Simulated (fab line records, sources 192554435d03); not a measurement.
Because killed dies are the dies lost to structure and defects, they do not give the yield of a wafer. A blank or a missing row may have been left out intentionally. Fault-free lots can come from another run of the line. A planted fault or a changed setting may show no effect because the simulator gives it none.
fab line records | flow n5Finfet
record lots=5 | wafers=12 | lastDay=15
route steps=1938 shown HKMG_FIN@394 BEOL_M4@1111 PASSIVATION@1936
lots that met no fault: taken from a fault-free run of the same line
startH: the number of hours between the record's first day and the start of the first shown wafer of the lot | waitH: time in hours since the lot's previous step | " repeats the value in the row above | L1.1+2: one row covering several wafers at once | - value missing, or start not given | * or withheld: withheld | < > ~ a bound
route shown NAME@n: NAME is a module with steps in the file, n the number in the route of the first one | usual: mean and standard deviation over wafers with no fault | same: alike in all rows | chamber/n: place in a boat | sites: each site's reading | _std_site: the standard deviation of these | _edge_site: outer sites' mean less inner sites' | radiusMm: how far each site lies from the wafer's centre | mask NAME#n: copy n | behind: the last tool/chamber to shape the wafer | hold: why the lot was held/for how many hours/how that ended | device: which transistor (n, p or np) failed to switch | end of line: the tests these same wafers got at the end of their route | a step with no rows: only its recipe | killed: dies that structure and defects cost at the first sort, which is not the same as the wafer's yield | map: shows each die of a wafer: x if killed, . if not, _ if none is there
set.NAME: setting as actually run; set.NAME@STEP: the setting as run at that earlier step | model.NAME: the simulator's own value behind a step, which no gauge read
certain route steps with their lots: each step a table, each wafer a row
services: a tool's chamber out of use, with start hour (startH, from the record's first day; less than 0 if before it), hours out, and reason
## steps
# step N5_HKMG_FIN_SOFTBAKE_44
# recipe tempC=110 | timeS=60 | resist=CAR-ArF
# step N5_HKMG_FIN_EXPOSE_46
# recipe maskId=NDIPOLE | na=1.35 | sourceShape=conventional | sigmaOuter=0.8 | polarization=unpolarized | doseMj=40
# step N5_HKMG_FIN_PEB_47
# recipe pebTempC=withheld | pebTimeS=60 | resist=CAR-ArF
# step N5_HKMG_FIN_DEVELOP_48
# recipe developTimeS=30 | developer=TMAH | resist=CAR-ArF | rinseLiquid=diw | dry=airSpin | devTempC=23
# step N5_HKMG_FIN_DESCUM_53
# recipe chemistry=O2 | timeS=7.9 | sourcePowerW=50 | biasPowerW=20 | pressureMtorr=20 | rfFrequencyHz=2.712e+07 | tempC=40 | resist=CAR-ArF | o2FlowSccm=225
# step N5_HKMG_FIN_ETCH_54
# recipe chemistry=CF4 | target=SiARC | targetDepthA=455 | maskMaterial=CAR-ArF | timeS=75.8 | ionEnergyEv=80 | pressureMtorr=40 | sourceW=545 | biasW=36 | Ar_flow_sccm=100 | cf4FlowSccm=100 | ends=cleared
# step N5_HKMG_FIN_ETCH_55
# recipe chemistry=N2/H2 | target=SOC | targetDepthA=2400 | tempC=40 | timeS=300 | ionEnergyEv=200 | maskMaterial=SiARC | pressureMtorr=30 | sourceW=840 | biasW=150 | n2FlowSccm=200 | h2FlowSccm=200
# step N5_HKMG_FIN_STRIP_56
# recipe chemistry=N2/H2 | tempC=40 | n2FlowSccm=200 | h2FlowSccm=200 | rfFrequencyHz=6e+07
# step N5_HKMG_FIN_STRIP_57
# recipe chemistry=CF4 | resist=SiARC | powerW=300 | biasPowerW=75 | pressureMtorr=50 | cf4FlowSccm=150 | rfFrequencyHz=6e+07
# step N5_HKMG_FIN_ETCH_58
# recipe chemistry=N2/H2 | target=SOC | targetDepthA=2158 | ionEnergyEv=50 | biasW=13 | timeS=741 | pressureMtorr=30 | sourceW=875 | n2FlowSccm=200 | h2FlowSccm=200
# usual drypumpMotorCurrentA=5.7/0.45 | oesProductAu=0.81/0.093 | rfVppV=99.3/1 | runLengthS=764.5/0.36 | showerheadPlenumPTorr=2.58/0.11 | throttleValvePct=17.8/0.32
lot.wafer | tool       | chamber | startH | waitH | drypumpMotorCurrentA | oesProductAu | rfHoursCounterH | rfVppV | runLengthS | showerheadPlenumPTorr | throttleValvePct | model.etch.depthNm | model.HKMG_FIN.featureDepthNm | model.SOC_of_HKMG_FIN_COAT_41.thkNm
L469.3    | rieDiel-04 | 2       | 94.26  | 0.0   | 5.1                  | 0.89         | 35              | 100.6  | 764.6      | 2.68                  | 17.4             | 230.4              | 230.4                         | 70
L469.4    | "          | 0       | "      | "     | 5.6                  | 0.92         | 9               | 101.2  | 764.6      | 2.73                  | 17.8             | 215.8              | 215.8                         | 84.6
L469.6    | "          | 1       | "      | "     | 5.9                  | 0.98         | -               | 98.5   | 764.8      | 2.49                  | 17.6             | 217.2              | 217.2                         | 82.6
L474.3    | rieDiel-04 | 2       | 122.86 | 0.0   | 5.1                  | 0.88         | 46              | 99.6   | 494.8      | 2.67                  | 17.4             | 146.8              | 146.8                         | 152.6
L474.5    | "          | 2       | "      | "     | 5.1                  | 0.87         | -               | 100.7  | 764.4      | 2.67                  | 17.4             | 228.9              | 229                           | 70
L477.2    | rieDiel-04 | 2       | 141.65 | 0.0   | 5.1                  | 0.87         | 52              | 99.5   | 494.4      | 2.67                  | 17.4             | 149.1              | 149.2                         | 152
L477.3    | "          | 3       | "      | "     | 5.0                  | 0.73         | 191             | 97.4   | 494.6      | 2.45                  | 18.0             | 142.4              | 142.4                         | 158
L480.2    | rieDiel-04 | 1       | 158.46 | 0.0   | 5.8                  | 0.91         | 27              | 100.3  | 495.4      | 2.48                  | 17.7             | 137.5              | 137.6                         | 162.6
L480.5    | "          | 2       | "      | "     | 5.1                  | 0.86         | -               | 101.3  | 764.5      | 2.67                  | 17.4             | 231.8              | 231.8                         | 68.2
L481.1    | rieDiel-01 | 2       | 164.20 | 0.0   | 5.0                  | 0.98         | 5               | 98.6   | 764.5      | 2.73                  | 17.9             | 213.4              | 213.4                         | 85.4
L481.2    | "          | 1       | "      | "     | 5.8                  | 0.72         | 191             | 98.0   | 764.2      | 2.43                  | 17.9             | 215                | 215                           | 85
L481.5    | "          | 0       | "      | "     | 6.5                  | 0.84         | -               | 98.4   | 764.4      | 2.59                  | 17.6             | 218.5              | 218.6                         | 81.4
# step N5_HKMG_FIN_STRIP_93
# recipe chemistry=N2/H2 | material=SOC | timeS=20 | powerW=500 | tempC=40 | pressureMtorr=50 | rfFrequencyHz=6e+07 | biasPowerW=8 | h2Frac=0.5 | n2FlowSccm=300 | h2FlowSccm=300
# usual drypumpMotorCurrentA=5.7/0.45 | oesProductAu=0.80/0.094 | powerW=500.2/1.6 | rfVppV=54.2/0.96 | showerheadPlenumPTorr=3.41/0.14 | throttleValvePct=19.0/0.46
lot.wafer | tool       | chamber | startH | waitH | drypumpMotorCurrentA | oesProductAu | powerW | rfHoursCounterH | rfVppV | showerheadPlenumPTorr | throttleValvePct | model.SOC_of_HKMG_FIN_COAT_41.thkNm
L469.3    | rieDiel-04 | 2       | 94.68  | 0.2   | 5.1                  | 0.88         | 498.6  | 35              | 53.3   | 3.53                  | 18.7             | 59.2
L469.4    | "          | 0       | "      | "     | 5.5                  | 0.93         | 498.7  | 9               | 55.9   | 3.59                  | 19.3             | 74.4
L469.6    | "          | 1       | "      | "     | 5.9                  | 0.99         | 500.6  | -               | 53.6   | 3.29                  | 19.2             | 72.2
L474.3    | rieDiel-04 | 2       | 123.28 | 0.2   | 5.1                  | 0.86         | 501.6  | 46              | 55.4   | 3.52                  | 18.7             | 141.8
L474.5    | "          | 2       | "      | "     | 5.1                  | 0.87         | 501.1  | -               | 53.2   | 3.52                  | 18.7             | 59.2
L477.2    | rieDiel-04 | 2       | 142.08 | 0.2   | 5.1                  | 0.87         | 499.2  | 52              | 54.7   | 3.52                  | 18.7             | 141
L477.3    | "          | 3       | "      | "     | 5.1                  | 0.73         | 498.3  | 191             | 52.9   | 3.24                  | 19.2             | 147.4
L480.2    | rieDiel-04 | 1       | 158.89 | 0.2   | 5.9                  | 0.91         | 497.4  | 27              | 53.2   | 3.28                  | 19.2             | 152.2
L480.5    | "          | 2       | "      | "     | 5.1                  | 0.86         | 502.6  | -               | 54.6   | 3.52                  | 18.7             | 57.2
L481.1    | rieDiel-01 | 2       | 164.63 | 0.2   | 5.1                  | 0.98         | 500.3  | 5               | 54.7   | 3.60                  | 19.5             | 75.2
L481.2    | "          | 1       | "      | "     | 5.8                  | 0.72         | 503.9  | 191             | 53.2   | 3.22                  | 19.4             | 74.8
L481.5    | "          | 0       | "      | "     | 6.5                  | 0.83         | 498.7  | -               | 53.7   | 3.42                  | 18.8             | 71
# step N5_HKMG_FIN_WET_ETCH_76
# recipe chemistry=dNH4OH | mix=1:50 | tempC=25 | target=Al2O3 | stopOn=La2O3 | targetDepthNm=2.25 | dry=ipaMarangoni | rinseTimeS=30 | rinseTempC=23
# step N5_HKMG_FIN_STRIP_60
# recipe chemistry=N2/H2 | powerW=2500 | tempC=300 | h2Frac=0.65 | timeS=360 | pressureMtorr=withheld | n2FlowSccm=1750 | h2FlowSccm=3250
# step N5_HKMG_FIN_WET_ETCH_77
# recipe chemistry=dHCl | mix=1:10000 | tempC=25 | target=La2O3 | stopOn=HfO2 | targetDepthNm=2
# step N5_HKMG_FIN_WET_ETCH_78
# recipe chemistry=dNH4OH | mix=1:50 | tempC=25 | target=Al2O3 | stopOn=La2O3 | targetDepthNm=4.5 | dry=ipaMarangoni | rinseTimeS=30 | rinseTempC=23
# step N5_HKMG_FIN_ALD_79
# recipe material=TiN | targetThkA=15 | tempC=400 | aldPrecursorFamily=TiCl4 | aldCoReactant=NH3 | pulseTimeS=1 | purgeTimeS=3 | coReactantPurgeTimeS=2 | coReactantPulseTimeS=2 | aldCycles=68 | pressureTorr=3
# step N5_HKMG_FIN_CVD_62
# recipe material=a-Si | targetThkA=30 | tempC=500 | precursor=Si2H6 | pressureTorr=1 | timeS=20.8
# step N5_HKMG_FIN_RTA_80
# recipe tempC=withheld | timeS=2 | ambient=N2 | idleTempC=600 | rampUpCPerS=150 | rampDownCPerS=60 | coolToC=600
# step N5_HKMG_FIN_PRECLEAN_64
# recipe chemistry=dHF | timeS=30 | tempC=25 | dilution=withheld
# step N5_HKMG_FIN_WET_ETCH_65
# recipe chemistry=TMAH | tempC=70 | concWtPct=5 | target=a-Si | stopOn=TiN | timeS=49 | targetDepthNm=3
# step N5_HKMG_FIN_WET_ETCH_81
# recipe chemistry=SC1 | target=TiN | stopOn=HfO2 | mix=1:1:5 | tempC=60 | timeS=57 | targetDepthNm=6
# step N5_HKMG_FIN_WET_ETCH_82
# recipe chemistry=dHCl | mix=1:10000 | tempC=25 | target=La2O3 | stopOn=HfO2 | targetDepthNm=2 | dry=ipaMarangoni | rinseTimeS=30 | rinseTempC=23
# step N5_HKMG_FIN_ALD_36
# recipe material=TiN | targetThkA=10 | tempC=400 | aldPrecursorFamily=TiCl4 | aldCoReactant=NH3 | pulseTimeS=1 | purgeTimeS=3 | coReactantPurgeTimeS=2 | coReactantPulseTimeS=2 | aldCycles=47 | pressureTorr=3
# step N5_HKMG_FIN_PWFM_ALD_03
# recipe material=TiN | targetThkA=20 | tempC=400 | aldPrecursorFamily=TiCl4 | aldCoReactant=NH3 | pulseTimeS=1 | purgeTimeS=3 | coReactantPurgeTimeS=2 | coReactantPulseTimeS=2 | aldCycles=91 | pressureTorr=3
# step N5_HKMG_FIN_COAT_29
# recipe resist=SOC | tempC=250 | timeS=60 | spinRpm=1500 | resistThkNm=300
# step N5_HKMG_FIN_COAT_30
# recipe resist=SiARC | tempC=220 | timeS=60 | spinRpm=1500 | resistThkNm=35
# step N5_HKMG_FIN_COAT_06
# recipe resist=CAR-ArF | spinRpm=1500 | resistThkNm=90
# step N5_HKMG_FIN_EBR_08
# recipe solvent=PGMEA | ebrWidthMm=1.5
# step N5_HKMG_FIN_SOFTBAKE_07
# recipe tempC=110 | timeS=60 | resist=CAR-ArF
# step N5_HKMG_FIN_EXPOSE_09
# recipe maskId=NWFM | na=1.35 | sourceShape=conventional | sigmaOuter=0.8 | polarization=unpolarized | doseMj=39.25
# step N5_HKMG_FIN_PEB_10
# recipe pebTempC=withheld | pebTimeS=60 | resist=CAR-ArF
# step N5_HKMG_FIN_DEVELOP_11
# recipe developTimeS=30 | developer=TMAH | resist=CAR-ArF | devTempC=23 | rinseLiquid=diw | dry=airSpin
# step N5_HKMG_FIN_DESCUM_17
# recipe chemistry=O2 | timeS=7.9 | sourcePowerW=50 | biasPowerW=20 | pressureMtorr=20 | rfFrequencyHz=2.712e+07 | tempC=40 | resist=CAR-ArF | o2FlowSccm=225
# step N5_HKMG_FIN_ETCH_31
# recipe chemistry=CF4 | target=SiARC | targetDepthA=455 | maskMaterial=CAR-ArF | timeS=75.8 | ionEnergyEv=80 | pressureMtorr=40 | sourceW=545 | biasW=36 | Ar_flow_sccm=100 | cf4FlowSccm=100 | ends=cleared
# step N5_HKMG_FIN_ETCH_32
# recipe chemistry=N2/H2 | target=SOC | targetDepthA=2400 | tempC=40 | timeS=300 | ionEnergyEv=200 | maskMaterial=SiARC | pressureMtorr=30 | sourceW=840 | biasW=150 | n2FlowSccm=200 | h2FlowSccm=200
# step N5_BEOL_M4_RC_MEAS_101
# usual DIBL_N=36.7/2.4 | DIBL_P=37.4/2.9 | IOFF_N=0.18/0.05 | IOFF_N_85C=3.4/0.81 | IOFF_N_LIN=0.080/0.018 | IOFF_N_LONG=5.5e-05/3.2e-06 | IOFF_P=0.23/0.058 | ION_N=683/16 | ION_P=467/11 | SS_N=71.7/0.77 | SS_P=73.5/0.87 | VT_N=249/4.3 | VT_N_LONG=274.9/1.9 | VT_P=-250/4.4 | VT_P_LVT=-98/3.7
lot.wafer | tool      | chamber | startH | waitH | DIBL_N[mV/V] | DIBL_P[mV/V] | IOFF_N[nA/um] | IOFF_N_85C[nA/um] | IOFF_N_LIN[nA/um] | IOFF_N_LONG[nA/um] | IOFF_P[nA/um] | ION_N[uA/um] | ION_P[uA/um] | SS_N[mV/dec] | SS_P[mV/dec] | VT_N[mV] | VT_N_LONG[mV] | VT_P[mV] | VT_P_LVT[mV]
L469.3    | prober-02 | 0       | 181.52 | 0.3   | 32.5         | 33.2         | 0.10          | 2.0               | 0.048             | 5.1e-05            | 0.16          | 660          | 474          | 71.3         | 72.9         | 258      | 275.2         | -255     | -104
L469.4    | "         | 0       | "      | "     | 35.6         | 35.8         | 0.14          | 2.8               | 0.064             | 5.2e-05            | 0.21          | 668          | 470          | 71.3         | 73.1         | 251      | 274.3         | -251     | -100
L469.6    | "         | 0       | "      | "     | 34.0         | 34.4         | 0.12          | 2.4               | 0.057             | 5.2e-05            | 0.17          | 673          | 469          | 71.2         | 73.4         | 253      | 275.6         | -252     | -103
L474.3    | prober-01 | 0       | 209.47 | 0.3   | 37.0         | 36.5         | 21.60         | 192.4             | 9.590             | 0.006307           | 0.28          | 863          | 475          | 72.0         | 73.5         | 112      | 137.2         | -245     | -126
L474.5    | "         | 0       | "      | "     | 40.5         | 41.1         | 0.28          | 5.1               | 0.107             | 5.8e-05            | 0.37          | 700          | 476          | 72.8         | 74.9         | 243      | 274.2         | -242     | -93
L477.2    | prober-01 | 0       | 227.88 | 0.2   | 34.2         | 33.1         | 16.43         | 151.1             | 7.909             | 0.007393           | 0.16          | 848          | 450          | 70.7         | 71.7         | 113      | 133.9         | -256     | -133
L477.3    | "         | 0       | "      | "     | 36.5         | 35.5         | 21.46         | 190.6             | 9.782             | 0.007318           | 0.18          | 855          | 448          | 71.5         | 71.9         | 110      | 134.3         | -253     | -133
L481.1    | prober-01 | 0       | 251.47 | 0.0   | 34.5         | 33.6         | 0.14          | 2.8               | 0.065             | 6e-05              | 0.18          | 670          | 458          | 71.1         | 72.3         | 254      | 274.2         | -251     | -102
L481.2    | "         | 0       | "      | "     | 39.5         | 40.5         | 0.26          | 4.7               | 0.110             | 5.9e-05            | 0.28          | 701          | 471          | 72.4         | 74.9         | 245      | 273.8         | -247     | -97
L481.5    | "         | 0       | "      | "     | 37.0         | 37.1         | 0.21          | 3.8               | 0.091             | 5.9e-05            | 0.22          | 695          | 464          | 71.6         | 73.4         | 245      | 273.5         | -251     | -100
L480.2    | prober-02 | 0       | 251.57 | 0.2   | 36.3         | 35.6         | 20.33         | 181.1             | 9.678             | 0.007308           | 0.19          | 858          | 462          | 71.0         | 72.3         | 108      | 133.6         | -252     | -127
L480.5    | "         | 0       | "      | "     | 36.3         | 36.5         | 0.15          | 3.0               | 0.074             | 6.1e-05            | 0.21          | 682          | 472          | 70.6         | 73.5         | 245      | 273.8         | -246     | -97
# step N5_PASSIVATION_PROBE_49
# usual defectLimitedYield=91.4/1.6 | killed_at_M0_to_M3=31/11 | killed_at_M4_up=14/5.7 | killedAtContacts=12/6 | killedAtFrontEnd=41/13 | killedAtOther=3.3/2.8 | killedDies=101/19 | killedOpen=67/14 | killedShort=33/8.2 | sort_bin_4_leakage=0.0/0.37 | sort_bin_5_function=5.0/1.1 | sort_bin_6_memory=3.3/0.74 | sortNPass=1078/20 | sortYieldPct=91.3/1.7
# same grossDies=1180 | killedAtBackSide=0 | sort_bin_8_speed[%]=0
lot.wafer | tool      | chamber | startH | waitH | defectLimitedYield[%] | killed_at_M0_to_M3 | killed_at_M4_up | killedAtContacts | killedAtFrontEnd | killedAtOther | killedDies | killedOpen | killedShort | sort_bin_4_leakage[%] | sort_bin_5_function[%] | sort_bin_6_memory[%] | sortNPass | sortYieldPct[%]
L474.3    | prober-01 | -       | 307.78 | 0.1   | 88.9                  | 46                 | 11              | 20               | 47               | 7             | 131        | 95         | 35          | 88.9                  | 5.3                    | 5.3                  | 0         | 0
L477.2    | prober-02 | -       | 328.50 | 0.1   | 90.1                  | 70                 | 13              | 14               | 16               | 4             | 117        | 82         | 33          | 90.1                  | 5.9                    | 3.9                  | 0         | 0
L477.3    | prober-02 | -       | 328.55 | 0.1   | 88.9                  | 60                 | 20              | 13               | 37               | 1             | 131        | 98         | 31          | 88.9                  | 6.8                    | 4.1                  | 0         | 0
L480.2    | prober-02 | -       | 360.31 | 0.1   | 91.2                  | 36                 | 6               | 17               | 37               | 8             | 104        | 68         | 36          | 91.2                  | 5.5                    | 3.1                  | 0         | 0
# killed by level:class
L474.3 MOL_CONTACT_COAG:geometricParticle:open=17 FIN_SAQP:geometricParticle:open=13 FIN_SAQP:geometricParticle:short=11 BEOL_M2:geometricParticle:open=11 BEOL_M0_SAQP:geometricParticle:open=9 BEOL_M3:geometricParticle:open=9 STI_FIN_REVEAL:geometricParticle:open=6 DUMMY_GATE:geometricParticle:open=5
L477.2 BEOL_M2:geometricParticle:open=23 BEOL_M3:geometricParticle:open=15 MOL_CONTACT_COAG:geometricParticle:open=12 BEOL_M1:geometricParticle:open=11 BEOL_M3:geometricParticle:short=6 BEOL_M2:geometricParticle:short=6 GATE_CUT:geometricParticle:short=5 BEOL_M7:geometricParticle:open=4
L477.3 FIN_SAQP:geometricParticle:open=18 BEOL_M1:geometricParticle:open=12 MOL_CONTACT_COAG:geometricParticle:open=11 BEOL_M0_SAQP:geometricParticle:open=10 BEOL_M2:geometricParticle:open=10 BEOL_M3:geometricParticle:open=8 BEOL_M0_SAQP:geometricParticle:short=6 BEOL_M1:geometricParticle:short=6
L480.2 MOL_CONTACT_COAG:geometricParticle:open=14 FIN_SAQP:geometricParticle:short=10 STI_FIN_REVEAL:geometricParticle:open=8 BEOL_M0_SAQP:geometricParticle:short=8 BEOL_M0_SAQP:geometricParticle:open=6 BEOL_M0:geometricParticle:open=6 BEOL_M3:geometricParticle:open=6 BEOL_M1:geometricParticle:open=5
# map L474.3 (x killed, . not)
_________________...........x________________
______________.....x............_____________
___________......................x.__________
__________.........................._________
________.............................x_______
_______..x..x...x.x..x.................______
______....xx..........x....x.x...x......_____
_____.....x.........................x.xx.____
____.x...........x......x.x...............___
___....................x...................__
___...x......x..x...x......................__
__.....x.x........x.................x......._
__........x..........x..........xx.......x.._
_x.....x...................x.................
_...x..xxx.x.....x......x.......xx.........x.
_...x....xx...x..............xx......x.......
_...........x........x.....x.....x....x......
_....................x.....xxx..............x
_.x.......x.x.x...........x...............x..
_.....x.....x.........x..x............xx.....
_.................x..x.x............x........
__......x...xx..............x..x............_
__.........x.........xx......x.............x_
___.........x......x....x.......x.......xx.__
___...xxx......x........................x..__
____........x.......x................x....___
_____....................x...............____
______.xx..x...........x............x..x_____
_______.....x.......x.x.x.....x..x.....______
________.x........................x..._______
__________..x............x.........._________
___________............xx...x......__________
______________..........x..x...._____________
_________________........x.x.________________
# map L477.3 (x killed, . not)
_________________x...........________________
______________.............x...._____________
___________..........x..........x..__________
__________.....x.......x..x........._________
________x.............x........x....x._______
_______.x................x...x....x....______
______.....x............x..............._____
_____.x.x...x...........x................____
____.............x........x.....xxx...x.x.___
___...x........xx..x...x..........x........__
___.......x............................xx.x__
__...xx................................x...._
__x............x....x.......xx.x..xx........_
_...x...............x.......x...........x....
_x.........x...........xx.x..x............x..
_..xxx.x.....................................
_.x..................x..x.........x......x...
_...............x..........x..........x..x...
_.x.x.................x...x..........x....x..
_.......xx....x......................x.......
_......x.........x...........................
__x.x.......x...x...x....x.................x_
__....................................xx...._
___....x.x......................x..........__
___........xx...x..........................__
____.x..x..x.x..x.......x............x....___
_____x...x..x....x......................x____
______....x.......................x....._____
_______.x..x........x......x...x....xx.______
________.......x...........x..x.x....x_______
__________.x........................_________
___________......xx................__________
______________..........x.....x._____________
_________________............________________
## services
tool       | chamber | startH | hours | kind
rieDiel-04 | 1       | 71.81  | -     | clean
rieDiel-04 | 1       | 71.81  | -     | consumableReplace:focusRing
rieDiel-04 | 1       | 71.81  | 14.5  | scheduledDown
rieDiel-04 | 1       | 71.81  | 14.5  | ventCycle
rieDiel-01 | 1       | 119.12 | 7.1   | repair
rieDiel-01 | 2       | 133.21 | -     | clean
rieDiel-01 | 2       | 133.21 | -     | consumableReplace:focusRing
rieDiel-01 | 2       | 133.21 | -     | consumableReplace:showerhead
rieDiel-01 | 2       | 133.21 | 16.2  | scheduledDown
rieDiel-01 | 2       | 133.21 | 16.2  | ventCycle
## key
firstSign step=N5_HKMG_FIN_ETCH_58 | reading=runLengthS | direction=down | sigmas=99+ | usual=* | struck=*
effect step=N5_BEOL_M4_RC_MEAS_101 | reading=IOFF_N_LONG | direction=up | sigmas=99+ | usual=5.5e-05 | struck=0.007081
effect step=N5_BEOL_M4_RC_MEAS_101 | reading=IOFF_N_LIN | direction=up | sigmas=99+ | usual=0.080 | struck=9.240
effect step=N5_BEOL_M4_RC_MEAS_101 | reading=IOFF_N | direction=up | sigmas=99+ | usual=0.18 | struck=19.96
effect step=N5_BEOL_M4_RC_MEAS_101 | reading=IOFF_N_85C | direction=up | sigmas=99+ | usual=3.4 | struck=178.8
effect step=N5_BEOL_M4_RC_MEAS_101 | reading=VT_N_LONG | direction=down | sigmas=72 | usual=274.9 | struck=134.7
effect step=N5_BEOL_M4_RC_MEAS_101 | reading=VT_N | direction=down | sigmas=32 | usual=249 | struck=111
effect step=N5_BEOL_M4_RC_MEAS_101 | reading=ION_N | direction=up | sigmas=11 | usual=683 | struck=856
effect step=N5_BEOL_M4_RC_MEAS_101 | reading=VT_P_LVT | direction=down | sigmas=8.5 | usual=-98 | struck=-130
effect step=N5_PASSIVATION_PROBE_49 | reading=sort_bin_4_leakage | direction=up | sigmas=99+ | usual=0.0 | struck=89.8
modelEffect step=N5_HKMG_FIN_ETCH_58 | value=etch.depthNm | without=226.4 | struck=144
modelEffect step=N5_HKMG_FIN_STRIP_93 | value=SOC_of_HKMG_FIN_COAT_41.thkNm | without=63.15 | struck=145.6
metAt N5_HKMG_FIN_ETCH_58
struckWafers L474.3,L477.2,L477.3,L480.2
onsetBetween 94.26 122.86
fault kind=processParameterDrift | tool=rieDiel-04 | chamber=- | onsetH=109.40 | steps=N5_HKMG_FIN_ETCH_58 | channel=timeS | offset=* | shape=step | endH=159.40 | scope=struckWafersOnly | actsIn=* | stated=*
